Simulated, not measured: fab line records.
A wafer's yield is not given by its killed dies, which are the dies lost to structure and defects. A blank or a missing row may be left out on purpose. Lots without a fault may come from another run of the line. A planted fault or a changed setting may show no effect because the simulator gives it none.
fab line records + flow nandHarc
[record]
- lots = 5
- wafers = 15
- lastDay = 24
route steps=1159 shown P_CONTACT@249 P_M0@253
lots with no fault: from the same line, run without faults
startH: start of the lot's first displayed wafer, in hours after the record's first day + waitH: how many hours have passed since the lot's step before this one + " same as the row above + L1.1+2: one row covering several wafers at once + - no value, or no start given + * or withheld: withheld + < > ~ a bound
route shown NAME@n: names a module that has steps shown in the file, with the first one's number in the route + usual: average and standard deviation across the fault-free wafers + same: alike in all rows + chamber/n: place in a boat + sites: each site's reading + _std_site: their standard deviation + _edge_site: outer sites' mean less inner sites' + radiusMm: for every site, how far away it sits from the centre of the wafer + mask NAME#n: copy n + behind: the most recent tool/chamber to have shaped the wafer + hold: why the lot went on hold/how many hours it stayed there/how the hold came to an end + device: names the non-switching transistor (n, p or np) + end of line: the tests these same wafers got at the end of their route + a step given without rows: its recipe and nothing more + killed: dies that structure and defects cost at the first sort, which is not the same as the wafer's yield + map: shows each die of a wafer: x if killed, . if not, _ if none is there
set.NAME: the setting the step ran with; set.NAME@STEP: the setting that earlier step ran with + model.NAME: the simulator's own value behind a step, which no gauge read
certain route steps with their lots: each step a table, each wafer a row
services: when a tool's chamber went out of use (startH, in hours from the record's first day, below 0 if earlier), for how many hours, and the reason
[[steps]]
[step NHARC_P_CONTACT_CMP_24]
[recipe]
- tOverpolishS = 30
- targetThkNm = 200
[usual]
- motorCurrentA = 12.2/0.94
- overpolishRunS = 30.000/0.0088
- timeToEndpointS = 40.1/2.8
| lot.wafer | tool   | chamber | startH | waitH | motorCurrentA | overpolishRunS | timeToEndpointS |
|-----------|--------|---------|--------|-------|---------------|----------------|-----------------|
| L826.2    | cmp-01 | 2       | 129.77 | 0.5   | 12.6          | 30.007         | 34.6            |
| L826.1    | "      | 0       | "      | "     | 11.9          | 30.002         | 36.0            |
| L826.3    | "      | 1       | "      | "     | 11.3          | 29.995         | 38.5            |
| L830.3    | cmp-01 | 1       | 136.02 | 0.3   | 11.5          | 30.006         | 35.1            |
| L830.4    | "      | 2       | "      | "     | 12.2          | 29.992         | 35.7            |
| L830.1    | "      | 0       | "      | "     | 11.9          | 29.992         | 37.3            |
| L839.2    | cmp-04 | 3       | 212.61 | 0.5   | 10.9          | 29.993         | 42.1            |
| L839.3    | "      | 0       | "      | "     | 12.8          | 30.013         | 40.3            |
| L839.5    | "      | 0       | "      | "     | 12.8          | 29.999         | 43.2            |
| L842.1    | cmp-02 | 1       | 221.15 | 0.5   | 12.5          | 30.008         | 38.9            |
| L842.2    | "      | 2       | "      | "     | 12.7          | 30.004         | 41.2            |
| L842.5    | "      | 3       | "      | "     | 12.4          | 29.982         | 39.8            |
| L846.2    | cmp-02 | 2       | 238.34 | 0.5   | 12.2          | 30.007         | 39.8            |
| L846.6    | "      | 2       | "      | "     | 13.7          | 30.001         | 41.2            |
| L846.5    | "      | 3       | "      | "     | 11.5          | 29.984         | 43.6            |
[step NHARC_P_CONTACT_SRD_26]
[step NHARC_P_CONTACT_INSPECT_27]
[usual]
- rawDefectCount = 294/120
| lot.wafer | tool             | chamber | startH | waitH | rawDefectCount |
|-----------|------------------|---------|--------|-------|----------------|
| L826.1    | defectInspect-02 | -       | 130.18 | 0.1   | 250            |
| L826.2    | "                | -       | "      | "     | 271            |
| L826.3    | "                | -       | "      | "     | 294            |
| L830.1    | defectInspect-02 | -       | 136.43 | 0.1   | 516            |
| L830.3    | "                | -       | "      | "     | 605            |
| L830.4    | "                | -       | "      | "     | 334            |
| L839.2    | defectInspect-01 | -       | 213.01 | 0.1   | 266            |
| L839.3    | "                | -       | "      | "     | 330            |
| L839.5    | "                | -       | "      | "     | 184            |
| L842.1    | defectInspect-02 | -       | 221.50 | 0.1   | 328            |
| L842.2    | "                | -       | "      | "     | 209            |
| L842.5    | "                | -       | "      | "     | 198            |
| L846.2    | defectInspect-01 | -       | 238.74 | 0.1   | 250            |
| L846.5    | "                | -       | "      | "     | 330            |
| L846.6    | "                | -       | "      | "     | 157            |
[step NHARC_P_M0_DEP_00]
[recipe]
- targetThkA = 1500
- targetThkNm = 150
- tempC = withheld
- pressureTorr = 5
- flowSccm = 200
- rfW = 600
- material = SiOC
[step NHARC_P_M0_DEHYDRATE_01]
[recipe]
- tempC = 150
- timeS = 120
[step NHARC_P_M0_HMDS_02]
[recipe]
- timeS = 30
[step NHARC_P_M0_COAT_33]
[recipe]
- tempC = 200
- timeS = 65
[step NHARC_P_M0_COAT_03]
[recipe]
- spinRpm = 1500
- resistThkNm = 90
[step NHARC_P_M0_SOFTBAKE_04]
[recipe]
- tempC = 105
- timeS = 55
[step NHARC_P_M0_EBR_05]
[step NHARC_P_M0_EXPOSE_06]
[recipe]
- na = 1.35
- targetCdNm = 90
- doseMj = 81.28
- maskId = P_M0
[step NHARC_P_M0_PEB_07]
[recipe]
- pebTempC = 100
- pebTimeS = 65
[usual]
- heaterPowerTotalW = 156.6/0.42
| lot.wafer | tool          | chamber | startH | waitH | heaterPowerTotalW |
|-----------|---------------|---------|--------|-------|-------------------|
| L826.1    | lithoTrack-04 | 0       | 130.89 | 0.1   | 156.5             |
| L826.2    | "             | 0       | "      | "     | 156.2             |
| L826.3    | "             | 0       | "      | "     | 156.3             |
| L830.1    | lithoTrack-06 | 0       | 137.12 | 0.1   | 156.1             |
| L830.3    | "             | 0       | "      | "     | 156.0             |
| L830.4    | "             | 0       | "      | "     | 156.8             |
| L839.2    | lithoTrack-04 | 0       | 213.84 | 0.1   | 157.1             |
| L839.3    | "             | 0       | "      | "     | 216.2             |
| L839.5    | "             | 0       | "      | "     | 156.2             |
| L842.1    | lithoTrack-06 | 0       | 222.20 | 0.1   | 155.9             |
| L842.2    | "             | 0       | "      | "     | 156.6             |
| L842.5    | "             | 0       | "      | "     | 156.8             |
| L846.2    | lithoTrack-01 | 0       | 239.88 | 0.1   | 156.2             |
| L846.5    | "             | 0       | "      | "     | 156.6             |
| L846.6    | "             | 0       | "      | "     | 156.8             |
[step NHARC_P_M0_DEVELOP_08]
[recipe]
- developTimeS = 35
- devTempC = 23
[step NHARC_P_M0_CD_MEAS_09]
[recipe]
- targetCdNm = 90
- landingEnergyEv = 500
[usual]
- cdNm = 90.2/0.49
| lot.wafer | tool     | chamber | startH | waitH | cdNm |
|-----------|----------|---------|--------|-------|------|
| L826.1    | cdSem-01 | 0       | 130.97 | -     | 90.6 |
| L826.2    | "        | 0       | "      | "     | 90.3 |
| L826.3    | "        | 0       | "      | "     | 90.1 |
| L830.1    | cdSem-02 | 0       | 137.20 | -     | 90.6 |
| L830.3    | "        | 0       | "      | "     | 89.8 |
| L830.4    | "        | 0       | "      | "     | 89.8 |
| L839.2    | cdSem-01 | 0       | 213.92 | -     | 90.2 |
| L839.3    | "        | 0       | "      | "     | 67.0 |
| L839.5    | "        | 0       | "      | "     | 90.7 |
| L842.1    | cdSem-03 | 0       | 222.27 | -     | 89.7 |
| L842.2    | "        | 0       | "      | "     | 90.4 |
| L842.5    | "        | 0       | "      | "     | 89.5 |
| L846.2    | cdSem-02 | 0       | 239.96 | -     | 89.5 |
| L846.5    | "        | 0       | "      | "     | 89.8 |
| L846.6    | "        | 0       | "      | "     | 89.4 |
[step NHARC_P_M0_OVL_MEAS_10]
[recipe]
- pitchNm = 180
[usual]
- overlayXNm = -0.1/0.71
- overlayYNm = 0.1/0.77
| lot.wafer | tool       | chamber | startH | waitH | overlayXNm | overlayYNm |
|-----------|------------|---------|--------|-------|------------|------------|
| L826.1    | overlay-02 | -       | 131.05 | -     | -1.0       | -0.1       |
| L826.2    | "          | -       | "      | "     | -1.5       | 0.7        |
| L826.3    | "          | -       | "      | "     | -0.9       | 1.1        |
| L830.1    | overlay-02 | -       | 137.29 | -     | -1.2       | 1.0        |
| L830.3    | "          | -       | "      | "     | -1.3       | 0.8        |
| L830.4    | "          | -       | "      | "     | -1.5       | 0.5        |
| L839.2    | overlay-02 | -       | 214.01 | -     | -0.9       | 0.9        |
| L839.3    | "          | -       | "      | "     | -0.3       | 1.4        |
| L839.5    | "          | -       | "      | "     | -0.6       | 0.9        |
| L842.1    | overlay-02 | -       | 222.36 | -     | 0.7        | -0.1       |
| L842.2    | "          | -       | "      | "     | 1.2        | -0.4       |
| L842.5    | "          | -       | "      | "     | 0.6        | 0.0        |
| L846.2    | overlay-01 | -       | 240.05 | -     | -1.0       | -0.6       |
| L846.5    | "          | -       | "      | "     | -1.2       | -0.9       |
| L846.6    | "          | -       | "      | "     | -0.6       | -0.7       |
[step NHARC_P_M0_INSPECT_11]
[usual]
- rawDefectCount = 3.6/2.4
| lot.wafer | tool             | chamber | startH | waitH | rawDefectCount |
|-----------|------------------|---------|--------|-------|----------------|
| L826.1    | defectInspect-01 | -       | 131.09 | 0.0   | 2              |
| L826.2    | "                | -       | "      | "     | 5              |
| L826.3    | "                | -       | "      | "     | 1              |
| L830.1    | defectInspect-01 | -       | 137.33 | 0.0   | 2              |
| L830.3    | "                | -       | "      | "     | 0              |
| L830.4    | "                | -       | "      | "     | 3              |
| L839.2    | defectInspect-02 | -       | 214.04 | 0.0   | 6              |
| L839.3    | "                | -       | "      | "     | 2              |
| L839.5    | "                | -       | "      | "     | 5              |
| L842.1    | defectInspect-01 | -       | 222.40 | 0.0   | 2              |
| L842.2    | "                | -       | "      | "     | 2              |
| L842.5    | "                | -       | "      | "     | 1              |
| L846.2    | defectInspect-01 | -       | 240.09 | 0.0   | 2              |
| L846.5    | "                | -       | "      | "     | 2              |
| L846.6    | "                | -       | "      | "     | 5              |
[step NHARC_P_M0_DESCUM_14]
[recipe]
- timeS = 3
- o2FlowSccm = 200
- arFlowSccm = 0
- biasPowerW = 0
- chemistry = O2
[usual]
- drypumpMotorCurrentA = 5.70/0.26
- oesProductAu = 1.001/0.0097
- rfVppV = 57.8/0.9
- showerheadPlenumPTorr = 1.90/0.09
- throttleValvePct = 11.311/0.0091
| lot.wafer | tool       | chamber | startH | waitH | drypumpMotorCurrentA | oesProductAu | rfHoursCounterH | rfVppV | showerheadPlenumPTorr | throttleValvePct | model.P_M0.cdNm |
|-----------|------------|---------|--------|-------|----------------------|--------------|-----------------|--------|-----------------------|------------------|-----------------|
| L826.1    | rieDiel-06 | 2       | 131.15 | 0.1   | 5.71                 | 1.007        | 3.7             | 58.3   | 2.00                  | 11.322           | 90.86           |
| L826.2    | "          | 3       | "      | "     | 5.91                 | 1.009        | 3.5             | 57.4   | 1.84                  | 11.310           | 90.19           |
| L826.3    | "          | 0       | "      | "     | 5.19                 | 0.999        | 3.0             | 57.0   | 1.83                  | 11.296           | 90.38           |
| L830.3    | rieDiel-06 | 3       | 137.39 | 0.1   | 5.89                 | 0.994        | 4.0             | 59.0   | 1.84                  | 11.328           | 89.56           |
| L830.4    | "          | 1       | "      | "     | 5.59                 | 1.011        | 4.0             | 57.1   | 1.83                  | 11.306           | 89.48           |
| L830.1    | "          | 2       | "      | "     | 5.67                 | 1.004        | 4.4             | 58.9   | 1.99                  | 11.322           | 90.39           |
| L839.3    | rieDiel-02 | 3       | 214.14 | 0.1   | 5.87                 | 1.007        | 3.4             | 58.5   | 1.96                  | 11.311           | 67.14           |
| L839.2    | "          | 0       | "      | "     | 5.91                 | 0.993        | 4.0             | 57.2   | 1.83                  | 11.314           | 90.51           |
| L839.5    | "          | 2       | "      | "     | 5.98                 | 1.013        | -               | 57.4   | 1.83                  | 11.321           | 90.63           |
| L842.2    | rieDiel-06 | 1       | 222.46 | 0.1   | 5.57                 | 1.008        | 11.1            | 58.3   | 1.83                  | 11.314           | 90.03           |
| L842.1    | "          | 0       | "      | "     | 5.20                 | 0.994        | 10.0            | 56.9   | 1.83                  | 11.313           | 89.48           |
| L842.5    | "          | 2       | "      | "     | 5.74                 | 0.999        | -               | 58.5   | 1.99                  | 11.301           | 89.8            |
| L846.2    | rieDiel-02 | 0       | 240.15 | 0.1   | 5.87                 | 1.012        | 5.8             | 57.1   | 1.82                  | 11.310           | 89.67           |
| L846.5    | "          | 0       | "      | "     | 5.90                 | 0.995        | -               | 57.9   | 1.82                  | 11.326           | 89.94           |
| L846.6    | "          | 1       | "      | "     | 6.01                 | 1.011        | -               | 59.5   | 2.02                  | 11.319           | 89.54           |
[step NHARC_P_M0_ETCH_34]
[recipe]
- targetDepthA = 400
- overetchA = 120
- timeS = 43.94
- ionEnergyEv = 200
- n2FlowSccm = 150
- h2FlowSccm = 150
- arFlowSccm = 0
- rfW = 400
- biasW = 150
- chemistry = N2/H2
[usual]
- drypumpMotorCurrentA = 5.71/0.25
- oesProductAu = 1.001/0.0098
- rfVppV = 430.2/2.8
- showerheadPlenumPTorr = 2.04/0.098
- throttleValvePct = 14.171/0.0095
| lot.wafer | tool       | chamber | startH | waitH | drypumpMotorCurrentA | oesProductAu | rfHoursCounterH | rfVppV | showerheadPlenumPTorr | throttleValvePct |
|-----------|------------|---------|--------|-------|----------------------|--------------|-----------------|--------|-----------------------|------------------|
| L826.3    | rieDiel-06 | 2       | 131.24 | 0.1   | 5.70                 | 1.007        | 3.7             | 433.7  | 2.13                  | 14.182           |
| L826.2    | "          | 3       | "      | "     | 5.89                 | 1.006        | 3.5             | 428.0  | 1.96                  | 14.164           |
| L826.1    | "          | 0       | "      | "     | 5.19                 | 1.001        | 3.0             | 427.2  | 1.95                  | 14.169           |
| L830.4    | rieDiel-06 | 2       | 137.48 | 0.1   | 5.70                 | 1.006        | 4.4             | 432.3  | 2.13                  | 14.162           |
| L830.1    | "          | 3       | "      | "     | 5.91                 | 1.010        | 4.0             | 427.9  | 1.96                  | 14.155           |
| L830.3    | "          | 0       | "      | "     | 5.19                 | 1.007        | 3.5             | 428.9  | 1.95                  | 14.184           |
| L839.2    | rieDiel-02 | 0       | 214.22 | 0.1   | 5.90                 | 0.999        | 4.1             | 428.5  | 1.94                  | 14.178           |
| L839.3    | "          | 1       | "      | "     | 6.02                 | 1.006        | 3.7             | 433.4  | 2.16                  | 14.185           |
| L839.5    | "          | 3       | "      | "     | 5.85                 | 1.024        | -               | 431.3  | 2.09                  | 14.168           |
| L842.1    | rieDiel-06 | 2       | 222.55 | 0.1   | 5.73                 | 1.001        | 10.5            | 433.3  | 2.13                  | 14.188           |
| L842.2    | "          | 0       | "      | "     | 5.20                 | 1.003        | 10.0            | 429.4  | 1.94                  | 14.148           |
| L842.5    | "          | 1       | "      | "     | 5.58                 | 1.004        | -               | 428.1  | 1.95                  | 14.174           |
| L846.2    | rieDiel-02 | 0       | 240.24 | 0.1   | 5.92                 | 1.003        | 5.8             | 427.6  | 1.94                  | 14.173           |
| L846.6    | "          | 3       | "      | "     | 5.87                 | 0.997        | -               | 431.5  | 2.09                  | 14.160           |
| L846.5    | "          | 0       | "      | "     | 5.92                 | 0.990        | -               | 429.0  | 1.94                  | 14.173           |
[step NHARC_P_M0_ETCH_15]
[recipe]
- targetDepthA = 1500
- overetchA = 150
- timeS = 82.5
- c4f8FlowSccm = withheld
- arFlowSccm = 400
- rfW = 600
- biasW = 300
- chemistry = C4F8/Ar
[usual]
- oesProductAu = 0.961/0.022
- rfVppV = 440.6/2.9
| lot.wafer | tool       | chamber | startH | waitH | oesProductAu | rfHoursCounterH | rfVppV | model.P_M0.cdNm |
|-----------|------------|---------|--------|-------|--------------|-----------------|--------|-----------------|
| L826.3    | rieDiel-06 | 0       | -      | -     | 0.977        | 3.0             | 437.6  | 90.36           |
| L826.1    | "          | 2       | "      | "     | 0.957        | 3.8             | 442.1  | 90.82           |
| L826.2    | "          | 3       | "      | "     | 0.967        | 3.5             | 438.8  | 89.95           |
| L830.3    | rieDiel-06 | 1       | -      | -     | 0.996        | 4.0             | 439.3  | 89.65           |
| L830.1    | "          | 2       | "      | "     | 0.987        | 4.5             | 441.4  | 90.44           |
| L830.4    | "          | 0       | "      | "     | 0.972        | 3.5             | 438.0  | 89.41           |
| L839.2    | rieDiel-02 | 3       | -      | -     | 0.980        | 3.5             | 440.4  | 90.63           |
| L839.3    | "          | 0       | "      | "     | 0.977        | 4.1             | 437.6  | 66.75           |
| L839.5    | "          | 2       | "      | "     | 0.975        | -               | 438.5  | 90.42           |
| L842.2    | rieDiel-06 | 2       | -      | -     | 0.938        | 10.5            | 442.8  | 89.86           |
| L842.1    | "          | 0       | "      | "     | 0.929        | 10.1            | 436.9  | 89.18           |
| L842.5    | "          | 2       | "      | "     | 0.936        | -               | 442.6  | 89.81           |
| L846.2    | rieDiel-02 | 0       | -      | -     | 0.956        | 5.9             | 439.4  | 89.62           |
| L846.5    | "          | 3       | "      | "     | 0.986        | -               | 443.3  | 89.86           |
| L846.6    | "          | 0       | "      | "     | 0.965        | -               | 437.3  | 89.13           |
[step NHARC_P_M0_CD_MEAS_16]
[usual]
- cdNm = 90.3/0.6
| lot.wafer | tool     | chamber | startH | waitH | cdNm |
|-----------|----------|---------|--------|-------|------|
| L826.1    | cdSem-01 | -       | 131.45 | -     | 91.1 |
| L826.2    | "        | -       | "      | "     | 90.0 |
| L826.3    | "        | -       | "      | "     | 90.5 |
| L830.1    | cdSem-01 | -       | 137.69 | -     | 90.4 |
| L830.3    | "        | -       | "      | "     | 90.0 |
| L830.4    | "        | -       | "      | "     | 89.3 |
| L839.2    | cdSem-01 | -       | 214.43 | -     | 90.5 |
| L839.3    | "        | -       | "      | "     | 66.7 |
| L839.5    | "        | -       | "      | "     | 90.4 |
| L842.1    | cdSem-03 | -       | 222.76 | -     | 89.2 |
| L842.2    | "        | -       | "      | "     | 89.9 |
| L842.5    | "        | -       | "      | "     | 90.0 |
| L846.2    | cdSem-03 | -       | 240.46 | -     | 89.7 |
| L846.5    | "        | -       | "      | "     | 89.8 |
| L846.6    | "        | -       | "      | "     | 89.3 |
[[services]]
| tool          | chamber | startH | hours | kind   |
|---------------|---------|--------|-------|--------|
| lithoTrack-06 | -       | 117.00 | 7.0   | pm     |
| rieDiel-06    | 0       | 122.20 | -     | clean  |
| rieDiel-06    | 1       | 122.20 | -     | clean  |
| rieDiel-06    | 2       | 122.20 | -     | clean  |
| rieDiel-06    | 3       | 122.20 | -     | clean  |
| cmp-02        | -       | 128.50 | 4.0   | pm     |
| rieDiel-02    | -       | 138.99 | 0.2   | repair |
| lithoTrack-04 | -       | 141.00 | 7.0   | pm     |
| rieDiel-06    | 0       | 146.70 | -     | clean  |
| rieDiel-06    | 1       | 146.70 | -     | clean  |
| rieDiel-06    | 2       | 146.70 | -     | clean  |
| rieDiel-06    | 3       | 146.70 | -     | clean  |
| rieDiel-02    | -       | 150.70 | 9.0   | pm     |
| cmp-01        | -       | 179.50 | 4.0   | pm     |
| cmp-01        | -       | 195.28 | 1.1   | repair |
| rieDiel-06    | 2       | 198.20 | 4.0   | repair |
| cmp-02        | -       | 199.05 | 9.6   | repair |
| cmp-04        | -       | 203.00 | 4.0   | pm     |
| rieDiel-06    | 0       | 211.83 | 9.2   | repair |
| rieDiel-06    | 3       | 213.21 | 4.4   | repair |
| rieDiel-06    | -       | 213.33 | 0.4   | repair |
| cmp-01        | -       | 215.34 | 1.5   | repair |
| cmp-02        | -       | 226.55 | 4.0   | pm     |
| cmp-04        | -       | 234.70 | 0.9   | repair |
[[key]]
[firstSign]
- step = NHARC_P_M0_PEB_07
- reading = heaterPowerTotalW
- direction = up
- sigmas = 99+
- usual = *
- struck = *
[effect]
- step = NHARC_P_M0_CD_MEAS_09
- reading = cdNm
- direction = down
- sigmas = 47
- usual = 90.2
- struck = 67.0
[effect]
- step = NHARC_P_M0_CD_MEAS_16
- reading = cdNm
- direction = down
- sigmas = 39
- usual = 90.3
- struck = 66.7
[modelEffect]
- step = NHARC_P_M0_DESCUM_14
- value = P_M0.cdNm
- without = 90.8
- struck = 67.14
[modelEffect]
- step = NHARC_P_M0_ETCH_15
- value = P_M0.cdNm
- without = 90.4
- struck = 66.75
metAt NHARC_P_M0_PEB_07
struckWafers L839.3
laterRowsLeftOut L839.3
sortLeftOut L839.3
onsetBetween 130.89 213.84
[fault]
- kind = processParameterDrift
- tool = lithoTrack-04
- chamber = -
- onsetH = 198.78
- steps = NHARC_P_M0_PEB_07
- channel = pebTimeS
- offset = *
- shape = step
- endH = 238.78
- scope = struckWafersOnly
- actsIn = *
- stated = *
// sortLeftOut: the simulated sort isn't trusted on such a fault, so these wafers' sort isn't shown, and their yield isn't known
// laterRowsLeftOut: the simulator's readings of these wafers behind a module that went badly wrong aren't trusted and aren't shown, but for the sort
